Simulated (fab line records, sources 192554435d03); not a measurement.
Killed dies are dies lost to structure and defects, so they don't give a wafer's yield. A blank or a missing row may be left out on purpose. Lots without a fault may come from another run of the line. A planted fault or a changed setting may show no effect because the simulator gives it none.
Problem report in the 8D (eight disciplines) form, filled by code | flow n5_finfet | the parts of the form that need people (team, actions taken, sign-off) are left out

1. THE PROBLEM
killed_at_contacts at N5_PASSIVATION_PROBE_49 reads a mean of 148 on 2 wafers of 2 lots; wafers without a fault read 12 with a standard deviation of 6.1. That is +22 standard deviations from the usual mean.
First seen on wafer L385.3, day 16 22:02, on prober-02. The record holds 36 wafers of 12 lots with a number at this step. Rule for "out", or "out of limits": more than 4 standard deviations from the usual mean. The other wafers with a number count as sound.

2. WHAT IT IS AND WHAT IT IS NOT
question                    | is                                                                                                      | is not
which readings at this step | killed_at_contacts, defect_limited_yield, killed_dies, sort_bin_5_function, sort_n_pass, sort_yield_pct | killed_at_M0_to_M3, killed_at_M4_up, killed_at_front_end, killed_at_other, killed_open, killed_short, sort_bin_4_leakage, sort_bin_6_memory, sort_bin_8_speed
which lots                  | L385, L387                                                                                              | L377, L379, L380, L382, L386, L390, L391, L392, L394, L397
which wafers of those lots  | L385.3, L387.1                                                                                          | L385.1, L385.6, L387.2, L387.3
read on which tools         | prober-01, prober-02                                                                                    | -
when                        | from day 16 22:02                                                                                       | up to then (16 sound wafers); but 18 sound wafers of L385, L387, L390, L391, L392, L394, L397 came after

3. SUSPECTS, AND WHAT RULES EACH OUT
Counting: a tool at a process step up to the reading stays a suspect if it ran every lot that is out. Sound lots after the first of them don't rule it out here, since some wafers of a struck lot are sound.
- wet_bench-05 at N5_MOL_CONTACT_COAG_WET_ETCH_26 (target Co, target depth 13 nm): kept. It ran every lot that is out, first L385 (day 7 17:26); its last sound lot up to then is L382 (day 6 17:51).
Left after counting: wet_bench-05 at N5_MOL_CONTACT_COAG_WET_ETCH_26.

4. THE CAUSE (what the simulator had put in)
Chamber particle source: wet_bench-05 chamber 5, from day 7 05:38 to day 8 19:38, at N5_MOL_CONTACT_COAG_WET_ETCH_26. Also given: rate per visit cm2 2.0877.
Counting left only this tool.

5. THE CHAIN OF EFFECTS, in route order
Each row: a reading whose mean over the struck wafers that have a number lies more than 3 standard deviations from the usual. Only readings for which the record gives a usual standard deviation are gone through. hours: the time from each lot's start at the first step in this table that gives one to its start at this step, as a median over the lots. sigmas: the change in usual standard deviations.
hours | step                    | reading              | usual  | on struck wafers | change | sigmas
0     | N5_PASSIVATION_PROBE_49 | defect_limited_yield | 91.0 % | 81.2             | -9.8   | -7.0
0     | N5_PASSIVATION_PROBE_49 | killed_at_contacts   | 12     | 148              | +136   | +22
0     | N5_PASSIVATION_PROBE_49 | killed_dies          | 106    | 222              | +116   | +6.8
0     | N5_PASSIVATION_PROBE_49 | sort_bin_5_function  | 5.3 %  | 10.6             | +5.3   | +5.3
0     | N5_PASSIVATION_PROBE_49 | sort_n_pass          | 1073   | 958              | -114   | -6.7
0     | N5_PASSIVATION_PROBE_49 | sort_yield_pct       | 91.0 % | 81.2             | -9.8   | -7.0
The process steps in it:
- N5_PASSIVATION_PROBE_49

6. WHAT WOULD HAVE CAUGHT IT SOONER
In this record the first reading out of limits was taken at day 16 22:02, 232 hours after the fault began at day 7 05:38.
All the lots that are out (2) had begun N5_MOL_CONTACT_COAG_WET_ETCH_26 on wet_bench-05 by day 16 22:02. A hold on the tool at that time would have spared none of them.
